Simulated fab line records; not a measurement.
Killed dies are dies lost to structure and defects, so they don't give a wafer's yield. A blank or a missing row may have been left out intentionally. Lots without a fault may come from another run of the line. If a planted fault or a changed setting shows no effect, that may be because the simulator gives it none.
fab line records | flow n5_finfet
record: lots: 10 | wafers: 30 | last_day: 18
route steps=1938 shown SD_EPI_N@281 SD_EPI_P@311 PASSIVATION@1936
lots that met no fault: taken from a fault-free run of the same line
start_h: hours from the record's first day to the start of the lot's first wafer shown | wait_h: hours since the lot's step before | " unchanged from the row above | L1.1+2: a row that stands for several wafers | - value missing, or start not given | * or withheld: withheld | < > ~ a bound
route shown NAME@n: names a module that has steps shown in the file, with the first one's number in the route | usual: mean/standard deviation of fault-free wafers | same: alike in all rows | chamber/n: place in a boat | sites: the reading at each site | _std_site: the values' standard deviation | _edge_site: inner sites' mean taken away from outer sites' mean | radius_mm: for every site, how far away it sits from the centre of the wafer | mask NAME#n: copy n | behind: the last tool/chamber to shape the wafer | hold: cause of the lot's hold/its duration in hours/its outcome | device: which transistor (n, p or np) failed to switch | end of line: the same wafers' tests at the end of the route | for a step that has no rows: nothing shown but its recipe | killed: not the wafer's yield, but the dies lost to structure and defects at the first sort | map: a wafer's dies, marking killed ones x, the rest . and places with no die _
set.NAME: the setting as run; set.NAME@STEP: as run at that earlier step | model.NAME: the simulator's own value behind a step, which no gauge read
steps of the route over a sample of lots; a table a step, a row a wafer
services: when a tool's chamber went out of use (start_h, in hours from the record's first day, below 0 if earlier), for how many hours, and the reason
== steps ==
step: N5_SD_EPI_N_SD_RECESS_17
recipe: chemistry: HBr/Cl2/O2 | target_depth_a: 410 | mask_material: SOC | time_s: 23.7 | bt_time_s: 3 | pressure_mtorr: 10 | icp_w: 800 | bias_w: 112 | HBr_flow_sccm: 150 | Cl2_flow_sccm: 80 | O2_flow_sccm: 12
usual: HBr_flow_sccm: 150.1/0.45 | drypump_motor_current_A: 5.53/0.26 | mfc_cl2_sccm: 80.04/0.26 | oes_product_au: 1.005/0.017 | rf_fwd_power_W: 794.7/2.9 | throttle_valve_pct: 37.15/0.2
lot.wafer | tool      | chamber | start_h | wait_h | HBr_flow_sccm | drypump_motor_current_A | mfc_cl2_sccm | oes_product_au | rf_fwd_power_W | rf_hours_counter_h | throttle_valve_pct
L896.1    | rie_si-03 | 2       | 51.09   | 0.0    | 149.8         | 6.09                    | 79.91        | 1.018          | 789.5          | 128                | 36.80
L896.4    | "         | 0       | "       | "      | 148.9         | 5.24                    | 80.02        | 1.004          | 800.5          | -                  | 36.96
L896.6    | "         | 1       | "       | "      | 150.0         | 5.59                    | 79.84        | 0.978          | 797.8          | -                  | 37.22
L898.2    | rie_si-04 | 1       | 63.19   | 0.0    | 150.0         | 5.85                    | 80.50        | 1.033          | 795.8          | 20                 | 36.91
L898.3    | "         | 0       | "       | "      | 150.0         | 5.91                    | 79.27        | 1.009          | 795.4          | 28                 | 37.08
L898.5    | "         | 1       | "       | "      | 149.4         | 5.85                    | 80.53        | 1.028          | 799.0          | -                  | 36.91
L899.1    | rie_si-05 | 1       | 67.84   | 0.0    | 151.0         | 5.44                    | 80.13        | 1.004          | 795.0          | 69                 | 37.31
L899.4    | "         | 3       | "       | "      | 150.0         | 5.32                    | 79.91        | 0.995          | 792.3          | 169                | 37.38
L899.5    | "         | 1       | "       | "      | 150.4         | 5.46                    | 80.18        | 1.010          | 792.7          | -                  | 37.29
L900.1    | rie_si-03 | 3       | 72.39   | 0.0    | 149.9         | 4.70                    | 80.05        | 0.977          | 794.8          | 0                  | 36.54
L900.4    | "         | 2       | "       | "      | 150.2         | 6.14                    | 80.24        | 1.002          | 793.4          | 129                | 36.80
L900.6    | "         | 2       | "       | "      | 150.1         | 6.15                    | 80.25        | 1.007          | 792.0          | -                  | 36.82
L901.4    | rie_si-04 | 3       | 81.94   | 0.0    | 149.3         | 5.65                    | 79.77        | 0.968          | 797.3          | 104                | 37.06
L901.5    | "         | 3       | "       | "      | 149.2         | 5.62                    | 80.35        | 0.976          | 797.5          | -                  | 37.05
L901.6    | "         | 0       | "       | "      | 150.3         | 5.91                    | 80.00        | 1.005          | 794.3          | -                  | 37.07
L904.1    | rie_si-05 | 2       | 99.52   | 0.0    | 150.4         | 5.56                    | 80.18        | 0.997          | 797.5          | 98                 | 37.21
L904.5    | "         | 1       | "       | "      | 149.8         | 5.47                    | 80.00        | 0.992          | 793.3          | -                  | 37.29
L904.6    | "         | 2       | "       | "      | 150.3         | 5.56                    | 80.42        | 0.993          | 795.8          | -                  | 37.21
L908.1    | rie_si-05 | 1       | 122.44  | 0.0    | 150.4         | 5.43                    | 79.81        | 1.005          | 793.1          | 70                 | 37.29
L908.4    | "         | 0       | "       | "      | 150.4         | 5.37                    | 80.17        | 1.022          | 791.3          | -                  | 37.33
L908.5    | "         | 0       | "       | "      | 149.4         | 5.38                    | 80.01        | 1.023          | 787.2          | -                  | 37.34
L911.3    | rie_si-04 | 2       | 141.89  | 0.0    | 150.7         | 5.27                    | 79.84        | 1.006          | 800.5          | 81                 | 36.95
L911.4    | "         | 3       | "       | "      | 150.5         | 5.70                    | 80.51        | 0.975          | 793.3          | 106                | 37.05
L911.6    | "         | 0       | "       | "      | 150.3         | 5.88                    | 79.79        | 1.008          | 794.6          | -                  | 37.08
L912.1    | rie_si-05 | 2       | 146.55  | 0.0    | 150.2         | 5.56                    | 80.21        | 0.994          | 794.7          | 99                 | 37.21
L912.5    | "         | 3       | "       | "      | 150.3         | 5.31                    | 79.86        | 1.012          | 798.6          | -                  | 37.39
L912.6    | "         | 0       | "       | "      | 149.7         | 5.41                    | 79.98        | 1.020          | 793.5          | -                  | 37.33
L918.2    | rie_si-05 | 2       | 184.70  | 0.0    | 149.4         | 5.57                    | 79.77        | 0.990          | 791.2          | 100                | 37.22
L918.4    | "         | 3       | "       | "      | 150.4         | 5.31                    | 80.80        | 0.991          | 795.4          | 170                | 37.38
L918.6    | "         | 0       | "       | "      | 150.2         | 5.41                    | 79.38        | 1.016          | 788.8          | -                  | 37.35
step: N5_SD_EPI_N_VAPOR_ETCH_50
recipe: chemistry: HCl | target: Si | temp_c: 775 | time_s: 54 | pressure_torr: 20 | mode: isotropic
usual: throttle_valve_pct: 11.51/0.26
lot.wafer | tool         | chamber | start_h | wait_h | throttle_valve_pct
L896.1    | epi_rpcvd-02 | 0       | 51.90   | 0.3    | 11.88
L896.4    | "            | 0       | "       | "      | 11.66
L896.6    | "            | 0       | "       | "      | 11.55
L898.2    | epi_rpcvd-04 | 0       | 64.15   | 0.4    | 11.66
L898.3    | "            | 0       | "       | "      | 11.50
L898.5    | "            | 0       | "       | "      | 11.72
L899.1    | epi_rpcvd-03 | 0       | 68.65   | 0.3    | 11.27
L899.4    | "            | 0       | "       | "      | 11.55
L899.5    | "            | 0       | "       | "      | 11.16
L900.1    | epi_rpcvd-04 | 0       | 73.33   | 0.4    | 11.61
L900.4    | "            | 0       | "       | "      | 11.60
L900.6    | "            | 0       | "       | "      | 11.60
L901.4    | epi_rpcvd-03 | 0       | 82.83   | 0.2    | 11.29
L901.5    | "            | 0       | "       | "      | 11.22
L901.6    | "            | 0       | "       | "      | 11.11
L904.1    | epi_rpcvd-02 | 0       | 100.33  | 0.3    | 11.72
L904.5    | "            | 0       | "       | "      | 11.46
L904.6    | "            | 0       | "       | "      | 11.69
L908.1    | epi_rpcvd-04 | 0       | 123.29  | 0.3    | 11.76
L908.4    | "            | 0       | "       | "      | 11.56
L908.5    | "            | 0       | "       | "      | 11.24
L911.3    | epi_rpcvd-03 | 0       | 142.75  | 0.2    | 10.94
L911.4    | "            | 0       | "       | "      | 11.19
L911.6    | "            | 0       | "       | "      | 11.46
L912.1    | epi_rpcvd-02 | 0       | 147.36  | 0.3    | 12.20
L912.5    | "            | 0       | "       | "      | 11.82
L912.6    | "            | 0       | "       | "      | 11.86
L918.2    | epi_rpcvd-03 | 0       | 185.54  | 0.3    | 11.35
L918.4    | "            | 0       | "       | "      | 11.03
L918.6    | "            | 0       | "       | "      | 11.14
step: N5_SD_EPI_N_INSPECT_26
recipe: inspect_instrument: darkfield | mode: post_epi
usual: raw_defect_count: 196/42
lot.wafer | tool              | chamber | start_h | wait_h | raw_defect_count
L896.1    | defect_inspect-01 | -       | 54.36   | 0.1    | 234
L896.4    | "                 | -       | "       | "      | 187
L896.6    | "                 | -       | "       | "      | 189
L898.2    | defect_inspect-01 | -       | 67.24   | 0.1    | 161
L898.3    | "                 | -       | "       | "      | 151
L898.5    | "                 | -       | "       | "      | 147
L899.1    | defect_inspect-02 | -       | 71.35   | 0.1    | 189
L899.4    | "                 | -       | "       | "      | 187
L899.5    | "                 | -       | "       | "      | 149
L900.1    | defect_inspect-02 | -       | 76.46   | 0.1    | 189
L900.4    | "                 | -       | "       | "      | 170
L900.6    | "                 | -       | "       | "      | 199
L901.4    | defect_inspect-02 | -       | 85.24   | 0.1    | 212
L901.5    | "                 | -       | "       | "      | 198
L901.6    | "                 | -       | "       | "      | 200
L904.1    | defect_inspect-02 | -       | 102.79  | 0.2    | 227
L904.5    | "                 | -       | "       | "      | 162
L904.6    | "                 | -       | "       | "      | 304
L908.1    | defect_inspect-01 | -       | 125.78  | 0.1    | 216
L908.4    | "                 | -       | "       | "      | 193
L908.5    | "                 | -       | "       | "      | 181
L911.3    | defect_inspect-01 | -       | 145.43  | 0.1    | 192
L911.4    | "                 | -       | "       | "      | 174
L911.6    | "                 | -       | "       | "      | 207
L912.1    | defect_inspect-01 | -       | 149.81  | 0.1    | 248
L912.5    | "                 | -       | "       | "      | 134
L912.6    | "                 | -       | "       | "      | 168
L918.2    | defect_inspect-02 | -       | 187.98  | 0.1    | 202
L918.4    | "                 | -       | "       | "      | 196
L918.6    | "                 | -       | "       | "      | 204
step: N5_SD_EPI_P_ETCH_47
recipe: chemistry: CH3F/O2 | target: SiOCN | target_depth_a: 250 | mask_material: SOC | ion_energy_ev: 60 | bias_w: 29 | pressure_mtorr: 30 | source_w: 410 | Ar_flow_sccm: 150 | CH3F_flow_sccm: 30 | O2_flow_sccm: 20
usual: CH3F_flow_sccm: 29.99/0.091 | drypump_motor_current_A: 5.8/0.48 | oes_ar_750_au: 0.80/0.065 | oes_product_au: 0.80/0.072 | rf_fwd_power_W: 408.5/1.2 | rf_vpp_V: 127.7/1.5 | showerhead_plenum_p_Torr: 2.01/0.059 | throttle_valve_pct: 16.17/0.16
lot.wafer | tool        | chamber | start_h | wait_h | CH3F_flow_sccm | drypump_motor_current_A | oes_ar_750_au | oes_product_au | rf_fwd_power_W | rf_hours_counter_h | rf_vpp_V | showerhead_plenum_p_Torr | throttle_valve_pct
L896.1    | rie_diel-06 | 0       | 55.24   | 0.1    | 30.06          | 6.2                     | 0.73          | 0.73           | 408.4          | 192                | 126.2    | 1.99                     | 16.16
L896.4    | "           | 3       | "       | "      | 30.06          | 5.8                     | 0.83          | 0.83           | 407.2          | 72                 | 127.3    | 1.95                     | 16.39
L896.6    | "           | 0       | "       | "      | 29.98          | 6.2                     | 0.74          | 0.73           | 407.9          | -                  | 126.7    | 1.99                     | 16.17
L898.2    | rie_diel-06 | 2       | 68.24   | 0.1    | 30.09          | 6.6                     | 0.71          | 0.72           | 408.7          | 212                | 125.8    | 1.98                     | 16.51
L898.3    | "           | 0       | "       | "      | 30.06          | 6.2                     | 0.73          | 0.72           | 407.4          | 196                | 126.5    | 1.99                     | 16.15
L898.5    | "           | 1       | "       | "      | 30.02          | 5.2                     | 0.84          | 0.86           | 409.5          | -                  | 128.3    | 1.95                     | 16.16
L899.1    | rie_diel-05 | 3       | 72.36   | 0.1    | 30.24          | 5.8                     | 0.79          | 0.78           | 407.7          | 113                | 129.6    | 2.09                     | 15.95
L899.4    | "           | 0       | "       | "      | 30.01          | 5.0                     | 0.79          | 0.78           | 409.1          | -                  | 128.7    | 2.09                     | 16.13
L899.5    | "           | 3       | "       | "      | 30.05          | 5.8                     | 0.78          | 0.78           | 409.1          | -                  | 127.9    | 2.09                     | 15.94
L900.1    | rie_diel-06 | 2       | 77.46   | 0.1    | 29.90          | 6.6                     | 0.71          | 0.71           | 408.3          | 215                | 127.2    | 1.98                     | 16.52
L900.4    | "           | 1       | "       | "      | 29.90          | 5.2                     | 0.83          | 0.84           | 409.3          | 63                 | 128.5    | 1.95                     | 16.16
L900.6    | "           | 2       | "       | "      | 30.01          | 6.5                     | 0.71          | 0.71           | 409.0          | -                  | 127.1    | 1.98                     | 16.51
L901.4    | rie_diel-06 | 0       | 86.11   | 0.1    | 29.90          | 6.2                     | 0.73          | 0.72           | 409.5          | 201                | 126.0    | 1.99                     | 16.17
L901.5    | "           | 2       | "       | "      | 30.10          | 6.6                     | 0.72          | 0.71           | 410.2          | -                  | 126.5    | 1.97                     | 16.53
L901.6    | "           | 3       | "       | "      | 30.04          | 5.8                     | 0.83          | 0.82           | 407.3          | -                  | 127.2    | 1.94                     | 16.40
L904.1    | rie_diel-06 | 1       | 103.80  | 0.1    | 30.01          | 5.2                     | 0.83          | 0.84           | 408.0          | 69                 | 129.3    | 1.94                     | 16.19
L904.5    | "           | 1       | "       | "      | 29.90          | 5.2                     | 0.82          | 0.84           | 410.0          | -                  | 129.4    | 1.94                     | 16.19
L904.6    | "           | 2       | "       | "      | 30.08          | 6.6                     | 0.70          | 0.71           | 408.3          | -                  | 125.8    | 1.97                     | 16.53
L908.1    | rie_diel-02 | 1       | 126.66  | 0.1    | 29.99          | 6.4                     | 0.91          | 0.92           | 409.0          | 14                 | 126.8    | 2.14                     | 16.13
L908.4    | "           | 0       | "       | "      | 29.89          | 5.7                     | 0.83          | 0.82           | 408.6          | 82                 | 129.1    | 2.03                     | 15.98
L908.5    | "           | 1       | "       | "      | 29.99          | 6.4                     | 0.91          | 0.92           | 408.3          | -                  | 128.4    | 2.14                     | 16.15
L911.3    | rie_diel-05 | 2       | 146.43  | 0.1    | 30.09          | 5.3                     | 0.93          | 0.94           | 408.4          | 20                 | 128.7    | 1.96                     | 16.09
L911.4    | "           | 3       | "       | "      | 30.01          | 5.8                     | 0.77          | 0.76           | 408.8          | 134                | 129.1    | 2.09                     | 15.99
L911.6    | "           | 1       | "       | "      | 30.09          | 6.0                     | 0.76          | 0.76           | 407.4          | -                  | 125.0    | 2.00                     | 16.07
L912.1    | rie_diel-05 | 0       | 150.69  | 0.1    | 30.01          | 5.0                     | 0.77          | 0.76           | 407.6          | 149                | 127.7    | 2.08                     | 16.16
L912.5    | "           | 0       | "       | "      | 30.13          | 5.1                     | 0.77          | 0.77           | 406.0          | -                  | 127.9    | 2.08                     | 16.15
L912.6    | "           | 3       | "       | "      | 30.01          | 5.8                     | 0.76          | 0.77           | 406.2          | -                  | 129.8    | 2.09                     | 15.99
L918.2    | rie_diel-06 | 3       | 188.86  | 0.1    | 30.01          | 5.8                     | 0.80          | 0.79           | 407.6          | 105                | 126.7    | 1.94                     | 16.46
L918.4    | "           | 2       | "       | "      | 29.94          | 6.6                     | 0.70          | 0.70           | 408.1          | 237                | 126.6    | 1.97                     | 16.55
L918.6    | "           | 0       | "       | "      | 30.03          | 6.2                     | 0.71          | 0.70           | 408.9          | -                  | 125.2    | 1.98                     | 16.23
step: N5_SD_EPI_P_INSPECT_26
recipe: inspect_instrument: darkfield | mode: post_epi
usual: raw_defect_count: 173/39
lot.wafer | tool              | chamber | start_h | wait_h | raw_defect_count
L896.1    | defect_inspect-01 | -       | 58.44   | 0.0    | 206
L896.4    | "                 | -       | "       | "      | 157
L896.6    | "                 | -       | "       | "      | 144
L898.2    | defect_inspect-01 | -       | 72.29   | 0.0    | 183
L898.3    | "                 | -       | "       | "      | 172
L898.5    | "                 | -       | "       | "      | 127
L899.1    | defect_inspect-01 | -       | 77.52   | 0.0    | 151
L899.4    | "                 | -       | "       | "      | 186
L899.5    | "                 | -       | "       | "      | 163
L900.1    | defect_inspect-02 | -       | 80.66   | 0.0    | 145
L900.4    | "                 | -       | "       | "      | 171
L900.6    | "                 | -       | "       | "      | 167
L901.4    | defect_inspect-01 | -       | 89.32   | 0.0    | 555
L901.5    | "                 | -       | "       | "      | 528
L901.6    | "                 | -       | "       | "      | 564
L904.1    | defect_inspect-02 | -       | 107.00  | 0.0    | 523
L904.5    | "                 | -       | "       | "      | 494
L904.6    | "                 | -       | "       | "      | 586
L908.1    | defect_inspect-01 | -       | 131.87  | 0.0    | 136
L908.4    | "                 | -       | "       | "      | 169
L908.5    | "                 | -       | "       | "      | 142
L911.3    | defect_inspect-01 | -       | 150.48  | 0.0    | 131
L911.4    | "                 | -       | "       | "      | 135
L911.6    | "                 | -       | "       | "      | 163
L912.1    | defect_inspect-01 | -       | 155.69  | 0.0    | 241
L912.5    | "                 | -       | "       | "      | 137
L912.6    | "                 | -       | "       | "      | 151
L918.2    | defect_inspect-02 | -       | 192.09  | 0.0    | 134
L918.4    | "                 | -       | "       | "      | 187
L918.6    | "                 | -       | "       | "      | 177
step: N5_PASSIVATION_PROBE_49
usual: killed_at_M0_to_M3: 36/11 | killed_at_M4_up: 14/5.6 | killed_at_contacts: 11/5.6 | killed_at_front_end: 40/12 | killed_at_other: 4/3.2 | killed_dies: 105/17 | killed_open: 69/12 | killed_short: 34/8.4
same: gross_dies: 1180 | killed_at_back_side: 0
lot.wafer | tool      | chamber | start_h | wait_h | killed_at_M0_to_M3 | killed_at_M4_up | killed_at_contacts | killed_at_front_end | killed_at_other | killed_dies | killed_open | killed_short
L901.4    | prober-01 | -       | 343.66  | 0.2    | 26                 | 18              | 7                  | 152                 | 0               | 203         | 60          | 24
L901.5    | prober-01 | -       | 343.71  | 0.3    | 33                 | 20              | 17                 | 139                 | 1               | 210         | 73          | 28
L901.6    | prober-01 | -       | 343.76  | 0.3    | 35                 | 9               | 10                 | 127                 | 3               | 184         | 60          | 24
L904.1    | prober-02 | -       | 363.07  | 0.0    | 43                 | 25              | 11                 | 88                  | 6               | 173         | 91          | 33
L904.5    | prober-02 | -       | 363.27  | 0.2    | 32                 | 23              | 7                  | 72                  | 5               | 139         | 63          | 26
L904.6    | prober-02 | -       | 363.32  | 0.3    | 49                 | 19              | 10                 | 153                 | 2               | 233         | 93          | 39
L908.1    | prober-02 | -       | 376.69  | 0.0    | 43                 | 13              | 3                  | 48                  | 4               | 111         | 72          | 38
L908.4    | prober-02 | -       | 376.84  | 0.2    | 22                 | 17              | 23                 | 39                  | 6               | 107         | 63          | 40
L908.5    | prober-02 | -       | 376.89  | 0.2    | 26                 | 7               | 8                  | 36                  | 5               | 82          | 58          | 22
killed by level:class
L901.4 SD_EPI_P:unspecified=113 FIN_SAQP:geometric_particle:open=9 STI_FIN_REVEAL:geometric_particle:open=8 MOL_CONTACT_COAG:geometric_particle:open=7 BEOL_M0_SAQP:geometric_particle:open=7 BEOL_M4:geometric_particle:open=7 BEOL_M0_SAQP:geometric_particle:short=6 STARTING-WAFER:geometric_particle:short=6
L901.5 SD_EPI_P:unspecified=109 MOL_CONTACT_COAG:geometric_particle:open=14 BEOL_M1:geometric_particle:open=10 FIN_SAQP:geometric_particle:open=9 FIN_SAQP:geometric_particle:short=9 BEOL_M3:geometric_particle:open=8 BEOL_M0_SAQP:geometric_particle:open=6 BEOL_M4:geometric_particle:short=6
L901.6 SD_EPI_P:unspecified=99 FIN_SAQP:geometric_particle:open=9 BEOL_M3:geometric_particle:open=8 MOL_CONTACT_COAG:geometric_particle:open=7 BEOL_M1:geometric_particle:open=6 BEOL_M2:geometric_particle:open=6 DUMMY_GATE:geometric_particle:open=4 BEOL_M0_SAQP:geometric_particle:short=4
L904.1 SD_EPI_P:unspecified=47 BEOL_M4:geometric_particle:open=15 BEOL_M0_SAQP:geometric_particle:open=12 FIN_SAQP:geometric_particle:open=10 MOL_CONTACT_COAG:geometric_particle:open=10 STI_FIN_REVEAL:geometric_particle:open=9 BEOL_M0_SAQP:geometric_particle:short=8 BEOL_M1:geometric_particle:open=7
L904.5 SD_EPI_P:unspecified=49 BEOL_M4:geometric_particle:open=13 BEOL_M2:geometric_particle:open=8 MOL_CONTACT_COAG:geometric_particle:open=7 BEOL_M0_SAQP:geometric_particle:open=7 BEOL_M0_SAQP:geometric_particle:short=6 BEOL_M1:geometric_particle:open=6 FIN_SAQP:geometric_particle:open=5
L904.6 SD_EPI_P:unspecified=100 STI_FIN_REVEAL:geometric_particle:open=23 BEOL_M0_SAQP:geometric_particle:short=13 FIN_SAQP:geometric_particle:open=12 BEOL_M4:geometric_particle:open=9 MOL_CONTACT_COAG:geometric_particle:open=8 BEOL_M0_SAQP:geometric_particle:open=8 BEOL_M1:geometric_particle:open=6
L908.1 BEOL_M0_SAQP:geometric_particle:open=14 STI_FIN_REVEAL:geometric_particle:open=13 BEOL_M0_SAQP:geometric_particle:short=11 BEOL_M2:geometric_particle:open=8 FIN_SAQP:geometric_particle:open=7 FIN_SAQP:geometric_particle:short=7 STI_FIN_REVEAL:geometric_particle:short=4 BEOL_M3:geometric_particle:open=4
L908.4 MOL_CONTACT_COAG:geometric_particle:open=17 BEOL_M4:geometric_particle:open=9 FIN_SAQP:geometric_particle:short=8 STI_FIN_REVEAL:geometric_particle:open=6 MOL_CONTACT_COAG:geometric_particle:short=6 BEOL_M0_SAQP:geometric_particle:short=6 BEOL_M0_SAQP:geometric_particle:open=6 BEOL_M3:geometric_particle:open=6
L908.5 STI_FIN_REVEAL:geometric_particle:open=12 MOL_CONTACT_COAG:geometric_particle:open=8 BEOL_M0_SAQP:geometric_particle:open=8 BEOL_M2:geometric_particle:open=8 DUMMY_GATE:geometric_particle:open=6 ILD0:geometric_particle:short=4 GATE_CUT:geometric_particle:short=3 BEOL_M0_SAQP:geometric_particle:short=3
== services ==
tool         | chamber | start_h | hours | kind
rie_si-05    | 3       | 28.67   | 7.0   | repair
rie_si-04    | 0       | 41.89   | 2.2   | repair
rie_diel-06  | -       | 42.87   | 0.3   | repair
rie_diel-05  | 0       | 46.17   | 9.6   | repair
rie_diel-02  | 3       | 47.28   | 15.7  | repair
rie_si-05    | 0       | 49.41   | -     | clean
epi_rpcvd-04 | -       | 51.45   | 0.7   | repair
epi_rpcvd-03 | -       | 72.76   | 8.1   | pm
rie_diel-02  | 0       | 96.26   | 6.7   | repair
rie_diel-02  | -       | 97.17   | 0.2   | repair
rie_si-05    | -       | 106.04  | 14.6  | pm
rie_diel-02  | -       | 112.60  | 2.8   | pm
rie_si-05    | 3       | 121.01  | 25.2  | repair
rie_si-05    | 2       | 121.05  | 1.9   | repair
rie_diel-06  | 2       | 128.81  | 12.8  | repair
epi_rpcvd-02 | -       | 137.77  | 1.1   | repair
rie_diel-06  | -       | 143.51  | 0.7   | repair
epi_rpcvd-04 | -       | 155.48  | 2.8   | pm
rie_si-05    | 1       | 157.93  | 2.6   | repair
rie_si-03    | -       | 165.06  | 2.8   | pm
epi_rpcvd-04 | -       | 168.48  | 0.8   | pm
rie_diel-02  | 3       | 173.20  | 15.3  | repair
rie_si-04    | -       | 184.68  | 0.5   | repair
rie_si-05    | -       | 186.07  | 0.3   | repair
== key ==
first_sign: step: N5_SD_EPI_P_INSPECT_26 | reading: raw_defect_count | direction: up | sigmas: 9.4 | usual: 173 | struck: 542
effect: step: N5_PASSIVATION_PROBE_49 | reading: killed_at_front_end | direction: up | sigmas: 6.9 | usual: 40 | struck: 122
more_kills_born_at: N5_SD_EPI_P_ETCH_47@rie_diel-06: 517
met_at N5_SD_EPI_P_ETCH_47
struck_lots L901,L904
tester_left_out L901,L904
not_acting_at N5_SD_EPI_N_SD_RECESS_17,N5_SD_EPI_N_VAPOR_ETCH_50,N5_SD_EPI_N_INSPECT_26
onset_between 77.46 86.11
fault: kind: chamber_particle_source | tool: rie_diel-06 | chamber: - | onset_h: 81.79 | steps: N5_SD_EPI_P_ETCH_47 | rate_per_visit_cm2: 0.56939 | end_h: 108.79
tester_left_out: of these lots the tester's yield and bins aren't shown, on N5 and GAA mostly nor the transistor test; their killed dies are dies lost to structure and defects alone, not to doping, threshold or leakage, so they don't give the yield
